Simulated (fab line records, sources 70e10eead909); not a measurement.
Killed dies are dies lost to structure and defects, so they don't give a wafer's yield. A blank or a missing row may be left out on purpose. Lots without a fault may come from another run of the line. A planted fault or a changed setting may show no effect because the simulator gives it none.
Chamber matching | flow nand_harc | NHARC_A_CONTACT_ETCH_91 on rie_diel-09: 4 sister chambers
The step etches the open film in CH3F/O2, target depth 40 nm, time 85.7 s. 4 wafers are shown with their chamber, then 12 later ones without.

WAFERS WITH THEIR CHAMBER
wafer  | chamber | showerhead_plenum_p_Torr (Torr)
L089.2 | 1       | 2.39
L090.2 | 2       | 2.31
L090.3 | 3       | 2.58
L090.4 | 0       | 2.34

WAFERS WITHOUT THEIR CHAMBER
wafer  | showerhead_plenum_p_Torr (Torr)
L093.1 | 2.58
L093.4 | 2.34
L093.6 | 2.58
L094.1 | 2.58
L094.2 | 2.31
L094.4 | 2.34
L096.2 | 2.31
L096.5 | 2.34
L096.6 | 2.38
L097.1 | 2.58
L097.4 | 2.34
L097.5 | 2.38

WHICH CHAMBER EACH WENT THROUGH
wafer  | from the rows above | in truth
L093.1 | 3                   | 3
L093.4 | 0                   | 0
L093.6 | 3                   | 3
L094.1 | 3                   | 3
L094.2 | 2                   | 2
L094.4 | 0                   | 0
L096.2 | 2                   | 2
L096.5 | 0                   | 0
L096.6 | 1                   | 1
L097.1 | 3                   | 3
L097.4 | 0                   | 0
L097.5 | 1                   | 1
Placed correctly: 12 of 12. Can't be placed from these rows: 0. Placed wrongly: 0.
How it was worked out, from the rows above alone: a wafer's distance from a chamber is the root of the sum, over the readings, of the square of ((its reading less the chamber's mean) divided by the reading's scatter). The wafer belongs to the nearest chamber; if the next one is less than 2 further off, it can't be placed. A chamber's mean is the mean of its shown wafers. The scatter: with one shown wafer a chamber, the root of the mean of the squares of how far each hidden wafer lies from its nearest shown one.
